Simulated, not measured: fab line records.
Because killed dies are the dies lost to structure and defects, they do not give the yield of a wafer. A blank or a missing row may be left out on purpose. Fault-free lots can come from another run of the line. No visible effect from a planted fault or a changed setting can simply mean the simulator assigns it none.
Split-lot trial ; flow n5_finfet ; on a route of 1938 steps: 7 lots, 39 wafers read

THE SPLIT
At N5_BEOL_M1_DEP_57 (deposits SiCN from 3MS/NH3, target thk 8 nm, time 14 s), the setting target_thk_a was moved away from the recipe's 80 angstrom on 12 of the 39 wafers read, by -20.3% to +58.0%. For the rest of the wafers, this setting stayed at what the recipe calls for.

Reading taken at the split's own step.

THE READING
SiCN_of_BEOL_M1_DEP_57.thk_nm (the simulator's own value, which no gauge read), in nm, at N5_BEOL_M1_DEP_57 (deposits SiCN from 3MS/NH3, target thk 8 nm, time 14 s). The file gives no usual value for it. Across the 27 wafers here that went through the recipe, the average is 8.0 nm and the standard deviation 0.14 nm.

wafer;tool, chamber at the split;target_thk_a as run, angstrom;against the recipe;SiCN_of_BEOL_M1_DEP_57.thk_nm, nm;against lot-mates on the recipe
L074.1;pecvd-04, 0,2;80;recipe;8;-
L074.3;pecvd-04, 0,2;80;recipe;8;-
L074.2;pecvd-04, 1;124.2;+55.2%;12.2;+4.1
L074.4;pecvd-04, 0;80;recipe;8.2;-
L074.5;pecvd-04, 1;124.2;+55.2%;12.4;+4.3
L074.6;pecvd-04, 2;124.2;+55.2%;12.8;+4.7
L077.3;pecvd-04, 0,2,0;80;recipe;8.2;-
L077.4;pecvd-04, 0,2,0;80;recipe;8.2;-
L077.6;pecvd-04, 0,2,0;80;recipe;8.2;-
L078.1;pecvd-04, 1,2,0;80;recipe;8;-
L078.2;pecvd-04, 1,2,0;80;recipe;8;-
L078.3;pecvd-04, 1,2,0;80;recipe;8;-
L078.4;pecvd-04, 2,0;123.7;+54.6%;12.6;+4.6
L078.5;pecvd-04, 2,0;123.7;+54.6%;12.6;+4.6
L078.6;pecvd-04, 1;123.7;+54.6%;12.4;+4.4
L081.1;pecvd-01, 1;80;recipe;8;-
L081.2;pecvd-01, 2,0,0;63.79;-20.3%;6.4;-1.7
L081.3;pecvd-01, 2,0,0;63.79;-20.3%;6.4;-1.7
L081.5;pecvd-01, 2,0,0;63.79;-20.3%;6.4;-1.7
L081.4;pecvd-01, 1,2;80;recipe;8.2;-
L081.6;pecvd-01, 1,2;80;recipe;8.2;-
L082.1;pecvd-02, 2,0,0,1;80;recipe;8;-
L082.3;pecvd-02, 2,0,0,1;80;recipe;8;-
L082.5;pecvd-02, 2,0,0,1;80;recipe;8;-
L082.6;pecvd-02, 2,0,0,1;80;recipe;8;-
L082.2;pecvd-02, 1;80;recipe;7.8;-
L082.4;pecvd-02, 2;80;recipe;8.2;-
L089.1;pecvd-02, 2,1,0,2;80;recipe;8;-
L089.2;pecvd-02, 2,1,0,2;80;recipe;8;-
L089.3;pecvd-02, 2,1,0,2;80;recipe;8;-
L089.4;pecvd-02, 2,1,0,2;80;recipe;8;-
L089.5;pecvd-02, 0;80;recipe;8.2;-
L089.6;pecvd-02, 1;80;recipe;7.8;-
L093.1;pecvd-02, 2,0,1;80;recipe;7.8;-
L093.3;pecvd-02, 2,0,1;80;recipe;7.8;-
L093.5;pecvd-02, 2,0,1;80;recipe;7.8;-
L093.2;pecvd-02, 1;126.4;+58.0%;12.2;+4.4
L093.4;pecvd-02, 2,0;126.4;+58.0%;12.6;+4.8
L093.6;pecvd-02, 2,0;126.4;+58.0%;12.6;+4.8
The file does not say which wafer passed through which chamber wherever a row lists several chambers: such a row stands for several wafers.

THE FIT
A straight line over all 39 wafers: SiCN_of_BEOL_M1_DEP_57.thk_nm changes by +0.0798 nm for each +1% of target_thk_a; r = +1.00; the points scatter about the line by 0.16 nm.
The same after taking each lot's own level away (the mean of its wafers on the recipe; 39 wafers): +0.0814 nm for each +1%; r = +1.00; scatter 0.13 nm.
The reading moves by 4.7 nm for the largest change in target_thk_a, on that fit.
From 7.80 to 8.20 nm: that is the span of the lots' own levels, equal to 2.9 times the standard deviation above.
The two slopes agree, so the slope changes little with the lot-to-lot level.
Check: +4.75 nm against its lot-mates is what the line predicts for one of the wafers moved furthest among these (+58.0%) when that wafer is left out of the fit. It came out at +4.4 nm against them.

THE OTHER SPLITS THESE WAFERS WENT THROUGH
Other splits were also applied to these wafers ahead of the reading. Each is held against what the fit with the lots' levels taken away leaves over:
other split on the same wafers;wafers away from the commonest value;r with SiCN_of_BEOL_M1_DEP_57.thk_nm (lot level and that fit taken away)
N5_ZERO_LAYER_DEVELOP_10 develop_time_s;15;+0.00
N5_FIN_CUT_CUT_ETCH_15 target_depth_a;12;+0.21
N5_SD_EPI_P_EPI_21 epi_growth_time_s;12;+0.02
N5_MOL_CONTACT_COAG_ALD_133 ald_cycles;18;-0.10

THE FILE'S OWN FIT
SiCN_of_BEOL_M1_DEP_57.thk_nm changes by +0.0812 nm for each +1% of target_thk_a, r = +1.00.
